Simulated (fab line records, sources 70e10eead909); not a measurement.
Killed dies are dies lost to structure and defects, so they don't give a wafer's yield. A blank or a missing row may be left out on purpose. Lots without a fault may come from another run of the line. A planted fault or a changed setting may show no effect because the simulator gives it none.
Problem report in the 8D (eight disciplines) form, filled by code | flow nand_harc | the parts of the form that need people (team, actions taken, sign-off) are left out

1. THE PROBLEM
killed_at_array at NHARC_END_SORT_01 reads a mean of 79 on 6 wafers of 2 lots; wafers without a fault read 25 with a standard deviation of 9.5. That is +5.7 standard deviations from the usual mean.
First seen on wafer L689.4, day 24 03:52, on prober-01. The record holds 12 wafers of 4 lots with a number at this step. Rule for "out", or "out of limits": more than 4 standard deviations from the usual mean. The other wafers with a number count as sound.

2. WHAT IT IS AND WHAT IT IS NOT
question                    | is                           | is not
which readings at this step | killed_at_array, killed_dies | killed_at_other, killed_at_periphery, killed_short
which lots                  | L689, L692                   | L677, L682
which wafers of those lots  | all that have a number       | -
read on which gauges        | prober-01, prober-02         | -
when                        | from day 24 03:52            | up to then (6 sound wafers)

3. SUSPECTS, AND WHAT RULES EACH OUT
Counting: a tool at a process step up to the reading stays a suspect if it ran every lot that is out and no sound lot after the first of them.
- the gauge at NHARC_END_SORT_01: ruled out. The wafers that are out were read on 2 gauges (prober-01, prober-02).
- har_cap_etch-03 at NHARC_A_CONTACT_ETCH_131 (etches the open film in C4F8/O2/Ar, time 155 s, target depth 956 nm): kept. It ran every lot that is out, first L689 (day 21 05:56), and no sound lot after that; its last sound lot up to then is L682 (day 19 01:13).
- plasma_asher-01 at NHARC_THIN_TSV_STRIP_62 (strips in N2/H2, time 20 s): kept. It ran every lot that is out, first L689 (day 23 10:10), and no sound lot after that; its last sound lot up to then is L682 (day 21 05:40).
- pvd_sputter-03 at NHARC_THIN_TSV_PVD_19 (deposits TaN, target thk 20 nm): kept. It ran every lot that is out, first L689 (day 23 11:53), and no sound lot after that. NHARC_THIN_TSV_PVD_19 gives no start for some lots, so the hours and the order of its lots are those of NHARC_THIN_TSV_CMP_21.
Left after counting: har_cap_etch-03 at NHARC_A_CONTACT_ETCH_131, plasma_asher-01 at NHARC_THIN_TSV_STRIP_62, pvd_sputter-03 at NHARC_THIN_TSV_PVD_19.

4. THE CAUSE (what the simulator had put in)
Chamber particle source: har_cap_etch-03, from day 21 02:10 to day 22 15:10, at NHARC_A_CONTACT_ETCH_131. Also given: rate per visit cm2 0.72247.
Counting left 3 suspects, and this tool is among them.

5. THE CHAIN OF EFFECTS, in route order
Each row: a reading whose mean over the struck wafers that have a number lies more than 3 standard deviations from the usual. Only readings for which the record gives a usual standard deviation are gone through. hours: the time from each lot's start at the first step in this table that gives one to its start at this step, as a median over the lots. sigmas: the change in usual standard deviations.
hours | step              | reading         | usual | on struck wafers | change | sigmas
0     | NHARC_END_SORT_01 | killed_at_array | 25    | 79               | +54    | +5.7
0     | NHARC_END_SORT_01 | killed_dies     | 29    | 82               | +53    | +5.3

6. WHAT WOULD HAVE CAUGHT IT SOONER
In this record the first reading out of limits at a measuring or inspecting step was taken at day 24 03:52, 74 hours after the fault began at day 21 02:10.
Of the tool readings at NHARC_A_CONTACT_ETCH_131 for which the record gives a usual standard deviation, none was out on any struck wafer, so an alarm limit of 4 standard deviations on them would not have fired.
All the lots that are out (2) had begun NHARC_A_CONTACT_ETCH_131 on har_cap_etch-03 by day 24 03:52. A hold on the tool at that time would have spared none of them.
